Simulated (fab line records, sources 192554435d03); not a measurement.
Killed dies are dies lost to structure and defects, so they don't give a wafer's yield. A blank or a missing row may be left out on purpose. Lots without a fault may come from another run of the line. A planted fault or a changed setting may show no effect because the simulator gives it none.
fab line records | flow n5_finfet
record lots=5 wafers=15 last_day=18
route steps=1938 shown BEOL_M4@1099 BEOL_M5@1112 BEOL_M10@1528 PASSIVATION@1936
lots that met no fault: from a run of the same line without faults
start_h: hours from the record's first day to the start of the lot's first wafer shown | wait_h: hours since the lot's step before | " the same as in the row above | L1.1+2: a row that stands for several wafers | - no value, or no start given | * or withheld: withheld | < > ~ a bound
route shown NAME@n: a module of which the file shows steps, and the number in the route of the first | usual: mean/standard deviation of fault-free wafers | same: alike in all rows | chamber/n: place in a boat | sites: the reading at each site | _std_site: their standard deviation | _edge_site: outer sites' mean less inner sites' | radius_mm: how far each site lies from the wafer's centre | mask NAME#n: copy n | behind: the tool/chamber that last shaped the wafer | hold: why the lot was held/for how many hours/how that ended | device: the transistor (n, p or np) that didn't switch | end of line: the same wafers' tests at the end of the route | a step without rows: its recipe alone | killed: dies lost to structure and defects at the first sort, not the wafer's yield | map: a wafer's dies, x killed, . not, _ none there
set.NAME: the setting as run; set.NAME@STEP: as run at that earlier step | model.NAME: the simulator's own value behind a step, which no gauge read
lots at some steps of the route; a table a step, a row a wafer
services: from which hour (start_h, from the record's first day; less than 0 if before it) a tool's chamber was out of use, for how many hours, and why
## steps
# step N5_BEOL_M4_ANNEAL_95
# recipe temp_c=400 time_s=240 ambient=vacuum
# step N5_BEOL_M4_SPUTTER_96
# recipe material=Cu target_thk_a=45 temp_c=-20 chamber_pressure_pa=0.07 power_w=withheld time_s=8.29
# step N5_BEOL_M4_ECD_50
# recipe material=Cu target_thk_a=3000
# step N5_BEOL_M4_ANNEAL_51
# recipe temp_c=225 time_s=90 ambient=N2
# step N5_BEOL_M4_CMP_52
# recipe stop_on=SiOC t_overpolish_s=6.8 down_force_psi=1 platen_rpm=50 clearing_platen_down_force_psi=1.5 clearing_platen_rpm=50 post_cmp_clean=cu_alkaline target_thk_nm=40 clearing_platen_pad_velocity_m_s=0.99484 pad_velocity_m_s=0.99484
# step N5_BEOL_M4_PRE_CLEAN_60
# recipe gas=NH3/H2 time_s=15 temp_c=* rf_power_w=300
# step N5_BEOL_M4_CO_CAP_55
# recipe material=Co target_thk_a=20 temp_c=200 precursor=CCTBA/H2 pressure_torr=30 time_s=102.1
# step N5_BEOL_M4_PRE_CLEAN_56
# recipe gas=NH3 time_s=15 temp_c=withheld rf_power_w=300
# step N5_BEOL_M4_DEP_57
# recipe material=SiCN target_thk_a=80 temp_c=withheld precursor=3MS/NH3 pressure_torr=3 rf_w=202 time_s=14
# step N5_BEOL_M4_RC_MEAS_101
# usual DIBL_N=35.7/1.5 DIBL_P=35.7/2 IOFF_N=0.155/0.026 IOFF_P=0.20/0.031 ION_N=675/11 ION_P=462/7.1 SS_N=71.3/0.57 SS_P=73.1/0.56 VT_N=250/3 VT_P=-251/3
# columns lot.wafer tool chamber start_h wait_h DIBL_N[mV/V] DIBL_P[mV/V] IOFF_N[nA/um] IOFF_P[nA/um] ION_N[uA/um] ION_P[uA/um] SS_N[mV/dec] SS_P[mV/dec] VT_N[mV] VT_P[mV]
L178.1 prober-01 0 216.55 0.0 33.7 34.7 0.141 0.18 675 470 70.6 72.7 249 -249
L178.3 " 0 " " 34.7 35.8 0.143 0.20 664 460 71.1 73.6 249 -249
L178.6 " 0 " " 32.6 33.5 0.121 0.17 680 472 70.2 72.5 251 -251
L179.2 prober-01 0 217.64 0.8 34.0 33.0 0.113 0.15 661 449 70.9 72.8 255 -257
L179.3 " 0 " " 34.4 34.9 0.131 0.18 680 473 71.6 73.0 252 -256
L179.6 " 0 " " 36.8 37.2 0.156 0.21 669 461 72.2 74.0 252 -251
L181.2 prober-01 0 224.79 0.2 35.0 34.1 0.126 0.16 673 459 70.8 72.6 252 -257
L181.3 " 0 " " 36.4 34.8 0.162 0.18 666 448 71.4 73.7 251 -254
L181.4 " 0 " " 36.8 35.1 0.168 0.18 688 460 71.4 72.8 249 -255
L190.1 prober-02 0 292.94 0.0 33.0 34.1 0.122 0.14 677 453 70.5 72.4 253 -258
L190.2 " 0 " " 34.8 35.4 0.139 0.15 673 452 71.1 72.5 253 -258
L190.5 " 0 " " 33.7 34.6 0.132 0.15 679 456 71.4 73.2 251 -257
L194.1 prober-01 0 311.54 0.0 35.2 36.7 0.138 0.18 667 453 70.6 72.6 251 -255
L194.3 " 0 " " 36.4 37.6 0.163 0.20 668 456 71.3 72.7 248 -251
L194.4 " 0 " " 36.4 38.7 0.166 0.21 689 468 71.1 73.5 246 -253
# step N5_BEOL_M5_ILD_DEP_00
# recipe material=SiCOH_lowk target_thk_a=1406.4 temp_c=300 precursor=DEMS/porogen pressure_torr=5 rf_w=500 time_s=25.9
# step N5_BEOL_M5_CURE_79
# recipe temp_c=385 time_s=240 ambient=He/Ar material=SiCOH_lowk
# step N5_BEOL_M5_PECVD_70
# recipe material=SiO2 target_thk_a=160 temp_c=400 precursor=TEOS/O2 pressure_torr=5.5 rf_w=450 teos_flow_sccm=53.8 gas=O2 flow_sccm=3000 time_s=18
# step N5_BEOL_M5_HM_DEP_02
# recipe material=TiN target_thk_a=200 temp_c=25 chamber_pressure_pa=0.49996
# step N5_BEOL_M5_COAT_59
# recipe resist=SOC temp_c=250 time_s=60 spin_rpm=1500 resist_thk_nm=60
# step N5_BEOL_M5_COAT_60
# recipe resist=SiARC temp_c=220 time_s=60 spin_rpm=1500 resist_thk_nm=12
# step N5_BEOL_M5_COAT_71
# recipe resist=underlayer temp_c=205 time_s=60 spin_rpm=1500 resist_thk_nm=5
# step N5_BEOL_M5_COAT_05
# recipe resist=CAR-EUV spin_rpm=1500 resist_thk_nm=30
# step N5_BEOL_M5_EBR_07
# recipe solvent=PGMEA ebr_width_mm=1.5
# step N5_BEOL_M5_SOFTBAKE_06
# recipe temp_c=110 time_s=60 resist=CAR-EUV
# step N5_BEOL_M5_EXPOSE_08
# recipe mask_id=M5 na=0.33 source_shape=annular sigma_inner=0.4 sigma_outer=0.8 polarization=unpolarized target_cd_nm=28 dose_mj=35.75
# step N5_BEOL_M5_PEB_09
# recipe peb_temp_c=100 peb_time_s=60 resist=CAR-EUV
# step N5_BEOL_M5_DEVELOP_10
# recipe develop_time_s=30 developer=TMAH resist=CAR-EUV rinse_liquid=surfactant_rinse dry=air_spin dev_temp_c=23
# step N5_BEOL_M5_DESCUM_16
# recipe chemistry=O2 time_s=7 source_power_w=50 bias_power_w=20 pressure_mtorr=20 rf_frequency_hz=2.712e+07 temp_c=40 resist=CAR-EUV o2_flow_sccm=225
# step N5_BEOL_M5_ETCH_72
# recipe chemistry=N2/H2 target=underlayer target_depth_a=65 mask_material=CAR-EUV time_s=5.2 ion_energy_ev=200 pressure_mtorr=30 source_w=840 bias_w=150 n2_flow_sccm=200 h2_flow_sccm=200 ends=cleared
# step N5_BEOL_M5_ETCH_61
# recipe chemistry=CF4 target=SiARC target_depth_a=156 mask_material=CAR-EUV time_s=26 ion_energy_ev=80 pressure_mtorr=40 source_w=545 bias_w=36 Ar_flow_sccm=100 cf4_flow_sccm=100 ends=cleared
# step N5_BEOL_M5_ETCH_62
# recipe chemistry=N2/H2 target=SOC target_depth_a=750 overetch_a=150 mask_material=SiARC temp_c=40 time_s=112.5 ion_energy_ev=200 pressure_mtorr=30 source_w=840 bias_w=150 n2_flow_sccm=200 h2_flow_sccm=200
# step N5_BEOL_M5_STRIP_63
# recipe chemistry=N2/H2 temp_c=40 n2_flow_sccm=200 h2_flow_sccm=200 rf_frequency_hz=6e+07
# step N5_BEOL_M5_STRIP_73
# recipe chemistry=N2/H2 temp_c=40 n2_flow_sccm=200 h2_flow_sccm=200 rf_frequency_hz=6e+07
# step N5_BEOL_M5_STRIP_64
# recipe chemistry=CF4 resist=SiARC power_w=300 bias_power_w=75 pressure_mtorr=50 cf4_flow_sccm=150 rf_frequency_hz=6e+07
# step N5_BEOL_M5_HM_OPEN_17
# recipe chemistry=Cl2/BCl3 target_depth_a=200 overetch_a=60 target=TiN mask_material=SOC ion_energy_ev=150 pressure_mtorr=10 icp_w=1000 bias_w=126 Cl2_flow_sccm=53.25 bcl3_flow_sccm=21.75 Ar_flow_sccm=25
# step N5_BEOL_M5_STRIP_19
# recipe chemistry=O2 power_w=400 temp_c=40 pressure_mtorr=30 rf_frequency_hz=6e+07 bias_power_w=0 overash_fraction=0.2 o2_flow_sccm=225
# step N5_BEOL_M5_COAT_65
# recipe resist=SOC temp_c=250 time_s=60 spin_rpm=1500 resist_thk_nm=60
# step N5_BEOL_M5_COAT_66
# recipe resist=SiARC temp_c=220 time_s=60 spin_rpm=1500 resist_thk_nm=12
# step N5_BEOL_M10_ECD_50
# recipe material=Cu target_thk_a=3180
# columns lot.wafer tool chamber start_h wait_h
L178.1+3+6 ecd_cu-02 1,0,1 273.76 0.1
L181.2+3+4 ecd_cu-02 0,0,1 274.18 0.1
L179.2+3+6 ecd_cu-02 0,1,0 274.53 0.1
L190.1+2+5 ecd_cu-01 0,1,0 353.92 0.1
L194.1+3+4 ecd_cu-02 0,0,1 375.18 0.1
# step N5_BEOL_M10_CMP_52
# recipe stop_on=SiCOH_lowk t_overpolish_s=7 down_force_psi=1 platen_rpm=50 clearing_platen_down_force_psi=1.5 clearing_platen_rpm=50 post_cmp_clean=cu_alkaline target_thk_nm=140 clearing_platen_pad_velocity_m_s=0.99484 pad_velocity_m_s=0.99484
# usual clearing_platen_rpm=49.999/0.026 head_pressure_psi=1.0000/0.002 motor_current_A=5.9/0.64 platen_rpm=50.00/0.033 time_to_endpoint_s=66/3.7
# columns lot.wafer tool chamber start_h wait_h clearing_platen_rpm head_pressure_psi motor_current_A platen_rpm time_to_endpoint_s
L178.1 cmp-03 2 274.25 0.3 49.985 0.9936 4.8 50.02 6
L178.3 " 3 " " 50.018 1.0001 5.8 49.99 3
L178.6 " 0 " " 49.998 0.9987 6.0 49.98 2
L181.3 cmp-01 1 275.02 0.2 50.002 0.9995 6.9 49.99 3
L181.2 " 2 " " 50.004 1.0013 5.7 50.13 0
L181.4 " 3 " " 49.976 1.0019 5.3 50.04 3
L179.2 cmp-02 2 275.85 0.5 50.025 1.0048 7.3 49.98 5
L179.3 " 3 " " 50.017 1.0021 5.9 49.98 3
L179.6 " 0 " " 49.991 1.0013 6.3 50.08 0
L190.1 cmp-01 1 354.33 0.3 49.943 0.9990 6.4 49.97 63
L190.2 " 0 " " 50.018 1.0004 5.6 50.03 63
L190.5 " 2 " " 50.013 0.9980 5.7 49.96 56
L194.1 cmp-01 3 375.59 0.3 50.001 0.9994 5.5 50.00 66
L194.3 " 0 " " 49.987 0.9996 5.7 49.97 66
L194.4 " 1 " " 49.977 1.0010 6.4 50.08 66
# step N5_PASSIVATION_PROBE_49
# usual defect_limited_yield=91.4/1.5 killed_at_M0_to_M3=34/10 killed_at_M4_up=15/6 killed_at_contacts=12/6 killed_at_front_end=37/11 killed_at_other=3.3/2.8 killed_dies=101/18 killed_on_rim=14/4.4 killed_open=66/14 killed_short=33/7.8 sort_bin_5_function=5.0/0.97 sort_bin_6_memory=3.2/0.72 sort_n_pass=1079/18 sort_yield_pct=91.4/1.5
# same gross_dies=1180 killed_at_back_side=0 sort_bin_4_leakage[%]=0 sort_bin_8_speed[%]=0
# columns lot.wafer tool chamber start_h wait_h defect_limited_yield[%] killed_at_M0_to_M3 killed_at_M4_up killed_at_contacts killed_at_front_end killed_at_other killed_dies killed_on_rim killed_open killed_short sort_bin_5_function[%] sort_bin_6_memory[%] sort_n_pass sort_yield_pct[%]
L178.1 prober-02 - 321.84 0.0 0 51 1071 15 37 6 1180 152 79 44 95.5 3.9 0 0
L178.3 prober-02 - 321.94 0.1 0 32 1098 11 37 2 1180 152 50 42 97.2 2.3 0 0
L178.6 prober-02 - 322.09 0.3 0 44 1075 21 39 1 1180 152 79 39 94.7 5.1 0 0
L181.2 prober-02 - 323.84 0.1 0 36 1112 3 26 3 1180 152 54 33 96.9 3.0 0 0
L181.3 prober-02 - 323.89 0.1 0 28 1121 2 25 4 1180 152 46 31 97.1 2.5 0 0
L181.4 prober-02 - 323.94 0.2 0 33 1109 8 29 1 1180 152 53 37 96.7 2.9 0 0
L179.2 prober-02 - 330.91 0.1 0 22 1113 18 26 1 1180 152 51 28 97.1 2.5 0 0
L179.3 prober-02 - 330.96 0.1 0 35 1089 15 40 1 1180 152 60 37 96.8 3.1 0 0
L179.6 prober-02 - 331.11 0.3 0 16 1118 18 26 2 1180 152 55 18 97.5 2.3 0 0
# killed by level:class
L178.1 BEOL_M10:area_ecd=1057 BEOL_M0_SAQP:geometric_particle:short=18 BEOL_M0_SAQP:geometric_particle:open=18 MOL_CONTACT_COAG:geometric_particle:open=13 DUMMY_GATE:geometric_particle:open=7 BEOL_M1:geometric_particle:open=7 BEOL_M4:geometric_particle:open=6 FIN_SAQP:geometric_particle:open=4
L178.3 BEOL_M10:area_ecd=1088 BEOL_M0_SAQP:geometric_particle:open=12 BEOL_M0_SAQP:geometric_particle:short=12 DUMMY_GATE:geometric_particle:open=9 MOL_CONTACT_COAG:geometric_particle:open=9 FIN_SAQP:geometric_particle:short=7 FIN_SAQP:geometric_particle:open=4 STI_FIN_REVEAL:geometric_particle:open=3
L178.6 BEOL_M10:area_ecd=1061 MOL_CONTACT_COAG:geometric_particle:open=16 BEOL_M0_SAQP:geometric_particle:short=14 BEOL_M0_SAQP:geometric_particle:open=10 BEOL_M1:geometric_particle:open=9 DUMMY_GATE:geometric_particle:open=7 STI_FIN_REVEAL:geometric_particle:open=6 FIN_SAQP:geometric_particle:open=5
L181.2 BEOL_M10:area_ecd=1092 FIN_SAQP:geometric_particle:short=9 BEOL_M0_SAQP:geometric_particle:short=8 BEOL_M4:geometric_particle:open=7 BEOL_M1:geometric_particle:open=7 BEOL_M0_SAQP:geometric_particle:open=6 STI_FIN_REVEAL:geometric_particle:open=5 BEOL_M3:geometric_particle:open=5
L181.3 BEOL_M10:area_ecd=1100 BEOL_M4:geometric_particle:open=9 BEOL_M0_SAQP:geometric_particle:short=8 BEOL_M0_SAQP:geometric_particle:open=8 BEOL_M1:geometric_particle:open=6 STARTING-WAFER:geometric_particle:short=4 BEOL_M5:geometric_particle:open=4 FIN_SAQP:geometric_particle:short=3
L181.4 BEOL_M10:area_ecd=1088 BEOL_M0_SAQP:geometric_particle:short=13 FIN_SAQP:geometric_particle:short=9 BEOL_M0_SAQP:geometric_particle:open=7 BEOL_M4:geometric_particle:open=7 MOL_CONTACT_COAG:geometric_particle:open=6 BEOL_M3:geometric_particle:open=6 FIN_SAQP:geometric_particle:open=4
L179.2 BEOL_M10:area_ecd=1098 MOL_CONTACT_COAG:geometric_particle:open=16 BEOL_M0_SAQP:geometric_particle:open=6 FIN_SAQP:geometric_particle:short=5 BEOL_M0_SAQP:geometric_particle:short=5 BEOL_M5:geometric_particle:short=5 BEOL_M1:geometric_particle:open=4 BEOL_M4:geometric_particle:open=3
L179.3 BEOL_M10:area_ecd=1080 STI_FIN_REVEAL:geometric_particle:open=15 MOL_CONTACT_COAG:geometric_particle:open=13 FIN_SAQP:geometric_particle:short=8 BEOL_M1:geometric_particle:open=8 BEOL_M1:geometric_particle:short=5 BEOL_M2:geometric_particle:open=5 BEOL_M0_SAQP:geometric_particle:short=4
L179.6 BEOL_M10:area_ecd=1104 MOL_CONTACT_COAG:geometric_particle:open=14 STI_FIN_REVEAL:geometric_particle:open=7 BEOL_M4:geometric_particle:open=6 DUMMY_GATE:geometric_particle:open=4 MOL_CONTACT_COAG:geometric_particle:short=4 BEOL_M2:geometric_particle:open=4 GATE_CUT:geometric_particle:short=3
# map L178.1 (x killed, . not)
_________________xxxxxxxxxxxx________________
______________xxxxxxxxxxxxxxxxxx_____________
___________xxxxxxxxxxxxxxxxxxxxxxxx__________
__________xxxxxxxxxxxxxxxxxxxxxxxxxx_________
________xxxxxxxxxxxxxxxxxxxxxxxxxxxxxx_______
_______xxxxxxxxxxxxxxxxxxxxxxxxxxxxxxxx______
______xxxxxxxxxxxxxxxxxxxxxxxxxxxxxxxxxx_____
_____xxxxxxxxxxxxxxxxxxxxxxxxxxxxxxxxxxxx____
____xxxxxxxxxxxxxxxxxxxxxxxxxxxxxxxxxxxxxx___
___xxxxxxxxxxxxxxxxxxxxxxxxxxxxxxxxxxxxxxxx__
___xxxxxxxxxxxxxxxxxxxxxxxxxxxxxxxxxxxxxxxx__
__xxxxxxxxxxxxxxxxxxxxxxxxxxxxxxxxxxxxxxxxxx_
__xxxxxxxxxxxxxxxxxxxxxxxxxxxxxxxxxxxxxxxxxx_
_xxxxxxxxxxxxxxxxxxxxxxxxxxxxxxxxxxxxxxxxxxxx
_xxxxxxxxxxxxxxxxxxxxxxxxxxxxxxxxxxxxxxxxxxxx
_xxxxxxxxxxxxxxxxxxxxxxxxxxxxxxxxxxxxxxxxxxxx
_xxxxxxxxxxxxxxxxxxxxxxxxxxxxxxxxxxxxxxxxxxxx
_xxxxxxxxxxxxxxxxxxxxxxxxxxxxxxxxxxxxxxxxxxxx
_xxxxxxxxxxxxxxxxxxxxxxxxxxxxxxxxxxxxxxxxxxxx
_xxxxxxxxxxxxxxxxxxxxxxxxxxxxxxxxxxxxxxxxxxxx
_xxxxxxxxxxxxxxxxxxxxxxxxxxxxxxxxxxxxxxxxxxxx
__xxxxxxxxxxxxxxxxxxxxxxxxxxxxxxxxxxxxxxxxxx_
__xxxxxxxxxxxxxxxxxxxxxxxxxxxxxxxxxxxxxxxxxx_
___xxxxxxxxxxxxxxxxxxxxxxxxxxxxxxxxxxxxxxxx__
___xxxxxxxxxxxxxxxxxxxxxxxxxxxxxxxxxxxxxxxx__
____xxxxxxxxxxxxxxxxxxxxxxxxxxxxxxxxxxxxxx___
_____xxxxxxxxxxxxxxxxxxxxxxxxxxxxxxxxxxxx____
______xxxxxxxxxxxxxxxxxxxxxxxxxxxxxxxxxx_____
_______xxxxxxxxxxxxxxxxxxxxxxxxxxxxxxxx______
________xxxxxxxxxxxxxxxxxxxxxxxxxxxxxx_______
__________xxxxxxxxxxxxxxxxxxxxxxxxxx_________
___________xxxxxxxxxxxxxxxxxxxxxxxx__________
______________xxxxxxxxxxxxxxxxxx_____________
_________________xxxxxxxxxxxx________________
# map L179.2 (x killed, . not)
_________________xxxxxxxxxxxx________________
______________xxxxxxxxxxxxxxxxxx_____________
___________xxxxxxxxxxxxxxxxxxxxxxxx__________
__________xxxxxxxxxxxxxxxxxxxxxxxxxx_________
________xxxxxxxxxxxxxxxxxxxxxxxxxxxxxx_______
_______xxxxxxxxxxxxxxxxxxxxxxxxxxxxxxxx______
______xxxxxxxxxxxxxxxxxxxxxxxxxxxxxxxxxx_____
_____xxxxxxxxxxxxxxxxxxxxxxxxxxxxxxxxxxxx____
____xxxxxxxxxxxxxxxxxxxxxxxxxxxxxxxxxxxxxx___
___xxxxxxxxxxxxxxxxxxxxxxxxxxxxxxxxxxxxxxxx__
___xxxxxxxxxxxxxxxxxxxxxxxxxxxxxxxxxxxxxxxx__
__xxxxxxxxxxxxxxxxxxxxxxxxxxxxxxxxxxxxxxxxxx_
__xxxxxxxxxxxxxxxxxxxxxxxxxxxxxxxxxxxxxxxxxx_
_xxxxxxxxxxxxxxxxxxxxxxxxxxxxxxxxxxxxxxxxxxxx
_xxxxxxxxxxxxxxxxxxxxxxxxxxxxxxxxxxxxxxxxxxxx
_xxxxxxxxxxxxxxxxxxxxxxxxxxxxxxxxxxxxxxxxxxxx
_xxxxxxxxxxxxxxxxxxxxxxxxxxxxxxxxxxxxxxxxxxxx
_xxxxxxxxxxxxxxxxxxxxxxxxxxxxxxxxxxxxxxxxxxxx
_xxxxxxxxxxxxxxxxxxxxxxxxxxxxxxxxxxxxxxxxxxxx
_xxxxxxxxxxxxxxxxxxxxxxxxxxxxxxxxxxxxxxxxxxxx
_xxxxxxxxxxxxxxxxxxxxxxxxxxxxxxxxxxxxxxxxxxxx
__xxxxxxxxxxxxxxxxxxxxxxxxxxxxxxxxxxxxxxxxxx_
__xxxxxxxxxxxxxxxxxxxxxxxxxxxxxxxxxxxxxxxxxx_
___xxxxxxxxxxxxxxxxxxxxxxxxxxxxxxxxxxxxxxxx__
___xxxxxxxxxxxxxxxxxxxxxxxxxxxxxxxxxxxxxxxx__
____xxxxxxxxxxxxxxxxxxxxxxxxxxxxxxxxxxxxxx___
_____xxxxxxxxxxxxxxxxxxxxxxxxxxxxxxxxxxxx____
______xxxxxxxxxxxxxxxxxxxxxxxxxxxxxxxxxx_____
_______xxxxxxxxxxxxxxxxxxxxxxxxxxxxxxxx______
________xxxxxxxxxxxxxxxxxxxxxxxxxxxxxx_______
__________xxxxxxxxxxxxxxxxxxxxxxxxxx_________
___________xxxxxxxxxxxxxxxxxxxxxxxx__________
______________xxxxxxxxxxxxxxxxxx_____________
_________________xxxxxxxxxxxx________________
## services
# columns tool chamber start_h hours kind
ecd_cu-01 - 265.64 1.3 repair
cmp-03 - 274.80 4.0 pm
cmp-03 - 278.80 - consumable_replace:conditioner
cmp-03 - 278.80 - consumable_replace:pad
cmp-01 - 288.82 1.2 repair
cmp-03 - 298.26 0.7 repair
cmp-01 - 310.90 4.0 pm
cmp-01 - 314.90 - consumable_replace:conditioner
cmp-01 - 314.90 - consumable_replace:pad
cmp-03 - 343.51 2.6 repair
## key
first_sign step=N5_BEOL_M10_CMP_52 reading=time_to_endpoint_s direction=down sigmas=17 usual=* struck=*
effect step=N5_PASSIVATION_PROBE_49 reading=killed_at_M4_up direction=up sigmas=99+ usual=15 struck=1101
more_kills_born_at N5_BEOL_M10_ECD_50@ecd_cu-02=9768
met_at N5_BEOL_M10_ECD_50
struck_wafers L178.1,L178.3,L178.6,L179.2,L179.3,L179.6,L181.2,L181.3,L181.4
later_rows_left_out L178.1,L178.3,L178.6,L179.2,L179.3,L179.6,L181.2,L181.3,L181.4
fault kind=skipped_step_whole tool=ecd_cu-02 chamber=- onset_h=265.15 steps=N5_BEOL_M10_ECD_50 scope=struck_lots_only
# later_rows_left_out: the simulator's readings of these wafers behind a module that went badly wrong aren't trusted and aren't shown, but for the sort
